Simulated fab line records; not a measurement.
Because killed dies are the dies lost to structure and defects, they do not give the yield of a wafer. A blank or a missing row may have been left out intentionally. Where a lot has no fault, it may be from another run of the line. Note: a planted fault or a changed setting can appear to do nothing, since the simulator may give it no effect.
Matching of chambers | flow n5 finfet | pecvd-02 running N5_ZERO_LAYER_PECVD_02: 3 sister chambers
The step deposits SiO2 from SiH4/N2O, target thk 10 nm, time 6 s. 6 wafers are shown with their chamber, then 11 later ones without.

## EACH WAFER AND ITS CHAMBER
wafer  | chamber | showerhead plenum p Torr (Torr) | heater power w (W)
L082.4 | 1       | 8.33                            | 648
L084.5 | 1       | 8.31                            | 634
L087.2 | 0       | 8.32                            | 850
L087.4 | 0       | 8.32                            | 882
L087.5 | 2       | 8.11                            | 733
L091.1 | 2       | 8.12                            | 825

## WAFERS WHOSE CHAMBER IS MISSING
wafer  | showerhead plenum p Torr (Torr) | heater power w (W)
L091.4 | 8.12                            | 832
L091.5 | 8.32                            | 898
L094.1 | 8.33                            | 918
L094.4 | 8.31                            | 949
L094.5 | 8.12                            | 759
L095.2 | 8.11                            | 718
L095.4 | 8.12                            | 720
L095.6 | 8.32                            | 881
L096.1 | 8.15                            | 711
L096.5 | 8.34                            | 726
L096.6 | 8.14                            | 695

## CHAMBER TAKEN BY EACH
wafer  | from the rows above     | in truth
L091.4 | 2                       | 2
L091.5 | 0                       | 0
L094.1 | 0                       | 0
L094.4 | 0                       | 0
L094.5 | 2                       | 2
L095.2 | 2                       | 2
L095.4 | 2                       | 2
L095.6 | 0                       | 0
L096.1 | 2                       | 2
L096.5 | can't be placed: 1 or 0 | 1
L096.6 | 2                       | 2
Correctly placed: 10 of 11. These rows do not allow placing 1 (true chamber among the candidates in 1). Placed wrongly: 0.
How it was worked out, from the rows above alone: a wafer's distance from a chamber is the root of the sum, over the readings, of the square of ((its reading less the chamber's mean) divided by the reading's scatter). The wafer belongs to the nearest chamber; if the next one is less than 2 further off, it can't be placed. Each chamber's mean is taken over the wafers shown for it. The scatter: the root of (the sum of the squares of (reading less its chamber's mean) over the shown wafers, divided by (wafers less chambers)).
